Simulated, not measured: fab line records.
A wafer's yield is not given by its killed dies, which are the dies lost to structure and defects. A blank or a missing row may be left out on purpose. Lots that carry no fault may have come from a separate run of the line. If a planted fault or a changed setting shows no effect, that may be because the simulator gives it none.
Split-lot experiment ; flow n5-finfet ; 21 wafers read from 7 lots, route of 1938 steps

## THE SPLIT ITSELF
At N5_FIN_SAQP_ETCH_52 (etches SOC in N2/H2, target depth 100 nm, overetch 20 nm, time 150 s), the setting source-w was moved away from the recipe's 840 W on 5 of the 21 wafers read, by -16.0% to +13.5%. The other wafers ran this setting at the recipe's value.

The reading comes from the split's own step.

## THE READING
rf-vpp-V, in V, at N5_FIN_SAQP_ETCH_52 (etches SOC in N2/H2, target depth 100 nm, overetch 20 nm, time 150 s). Fault-free wafers of this fab line usually give 524.3 V, standard deviation 2.4 V.

wafer;tool, chamber at the split;source-w as run, W;against the recipe;rf-vpp-V, V;against lot-mates on the recipe
L075.2;rie-diel-03, 1;840;recipe;520.4;-
L075.4;rie-diel-03, 0;840;recipe;526.7;-
L075.5;rie-diel-03, 0;840;recipe;528.3;-
L077.1;rie-diel-06, 1;886;+5.5%;514.1;-8.9
L077.2;rie-diel-06, 2;840;recipe;522.9;-
L077.3;rie-diel-06, 3;840;recipe;523.1;-
L080.1;rie-diel-06, 2;840;recipe;522.1;-
L080.3;rie-diel-06, 1;840;recipe;522.2;-
L080.6;rie-diel-06, 0;953.1;+13.5%;503.7;-18.5
L083.2;rie-diel-03, 2;840;recipe;527.6;-
L083.4;rie-diel-03, 2;840;recipe;528.6;-
L083.5;rie-diel-03, 3;840;recipe;521.4;-
L085.3;rie-diel-06, 0;737.8;-12.2%;547.5;+23.2
L085.5;rie-diel-06, 0;840;recipe;524.3;-
L085.6;rie-diel-06, 1;737.8;-12.2%;544.2;+19.9
L090.2;rie-diel-01, 1;840;recipe;523.6;-
L090.5;rie-diel-01, 1;840;recipe;523.8;-
L090.6;rie-diel-01, 2;840;recipe;526.1;-
L091.2;rie-diel-03, 2;840;recipe;528.4;-
L091.3;rie-diel-03, 1;840;recipe;528.0;-
L091.4;rie-diel-03, 3;705.8;-16.0%;550.3;+22.1

FIT RESULTS
A straight line over all 21 wafers: rf-vpp-V changes by -1.65 V for each +1% of source-w; r = -0.97; the points scatter about the line by 2.6 V.
The same after taking each lot's own level away (the mean of its wafers on the recipe; 21 wafers): -1.53 V for each +1%; r = -0.97; scatter 2.3 V.
According to that fit, moving source-w by its largest amount changes the reading by 25 V.
Across the lots, their own levels run from 522.15 to 528.20 V, a range of 2.5 times the standard deviation given above.
The two slopes agree, so the slope changes little with the lot-to-lot level.
Check: with one of the wafers moved furthest among these (-16.0%) left out of the fit, the line predicts +26.2 V for it against its lot-mates. It came out at +22.1 V against them.
Tool readings at the split's step, against how far the setting was moved: rf-vpp-V r = -0.97.

## THESE WAFERS: OTHER SPLITS
Before the reading, these wafers also passed through other splits. Each is held against what the fit with the lots' levels taken away leaves over:
other split on the same wafers;wafers away from the commonest value;r with rf-vpp-V (lot level and that fit taken away)
N5_ZERO_LAYER_EXPOSE_08 dose-mj;6;-0.09
N5_WELL_APT_COAT_02 spin-rpm;10;-0.10
N5_FIN_SAQP_PEB_14 peb-time-s;7;+0.16

## FILE'S OWN FIT
rf-vpp-V changes by -1.48 V for each +1% of source-w, r = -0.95.
